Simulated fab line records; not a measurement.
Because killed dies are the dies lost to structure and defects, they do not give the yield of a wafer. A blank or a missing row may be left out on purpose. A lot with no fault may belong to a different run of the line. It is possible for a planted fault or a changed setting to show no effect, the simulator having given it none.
2 desks looking at one fault | flow n5Finfet | numbers are kept per desk, each desk with only its own; the story behind them comes last

THE METROLOGY DESK
Means of the sampled wafers that have a number, per lot and without regard to the tool the lot ran on: this is what the gauges read. The brackets show how far a lot's mean lies from the usual mean; more than 4 standard deviations puts the lot out of limits, marked OUT. Shown here are 7 of its 10 readings, the ones lying furthest out on some lot.
Columns: A = IOFF_P at N5_BEOL_M4_RC_MEAS_101, usual 0.21 nA/um; B = ION_N at N5_BEOL_M4_RC_MEAS_101, usual 672 uA/um; C = ION_P at N5_BEOL_M4_RC_MEAS_101, usual 461 uA/um; D = SS_N at N5_BEOL_M4_RC_MEAS_101, usual 71.4 mV/dec; E = SS_P at N5_BEOL_M4_RC_MEAS_101, usual 73.2 mV/dec; F = VT_N at N5_BEOL_M4_RC_MEAS_101, usual 250 mV; G = VT_P at N5_BEOL_M4_RC_MEAS_101, usual -251 mV
lot  | first seen here | A    | B   | C   | D    | E    | F   | G
L491 | day 10 16:28    | 0.23 | 675 | 463 | 71.2 | 74.0 | 248 | -246
L494 | day 10 19:51    | 0.24 | 683 | 467 | 70.9 | 73.6 | 245 | -248
L499 | day 12 07:27    | 0.18 | 668 | 459 | 71.7 | 72.9 | 252 | -254
L498 | day 12 08:47    | 0.19 | 666 | 456 | 71.9 | 73.1 | 248 | -252
This desk found nothing out of limits on any of the 4 lots.

FOR THE TOOL OWNER'S DESK: rieDiel-03
The tool's own readings at N5_BEOL_M0_CUTY_ETCH_63 (etches SOC in N2/H2, target depth 82.7 nm, overetch 16.5 nm, time 124 s): means of the sampled wafers that have a number, for each lot that ran on this tool. The brackets show how far a lot's mean lies from the usual mean; more than 4 standard deviations puts the lot out of limits, marked OUT.
Columns: A = drypumpMotorCurrentA at N5_BEOL_M0_CUTY_ETCH_63, usual 5.7 A; B = oesProductAu at N5_BEOL_M0_CUTY_ETCH_63, usual 0.65 a.u.; C = rfVppV at N5_BEOL_M0_CUTY_ETCH_63, usual 524.1 V; D = showerheadPlenumPTorr at N5_BEOL_M0_CUTY_ETCH_63, usual 2.54 Torr; E = throttleValvePct at N5_BEOL_M0_CUTY_ETCH_63, usual 17.73 %
lot  | first seen here | A   | B    | C     | D    | E
L494 | day 7 10:12     | 6.1 | 0.67 | 524.1 | 2.53 | 17.52
L498 | day 8 16:58     | 5.7 | 0.62 | 524.4 | 2.55 | 17.59
L499 | day 8 19:10     | 5.4 | 0.62 | 524.3 | 2.59 | 17.71
This desk found nothing out of limits on any of the 3 lots.

TAKEN TOGETHER
Metrology desk: nothing out of limits seen.
Nothing out of limits was seen by the tool owner's desk.

WHAT THE SIMULATOR HAD INSERTED
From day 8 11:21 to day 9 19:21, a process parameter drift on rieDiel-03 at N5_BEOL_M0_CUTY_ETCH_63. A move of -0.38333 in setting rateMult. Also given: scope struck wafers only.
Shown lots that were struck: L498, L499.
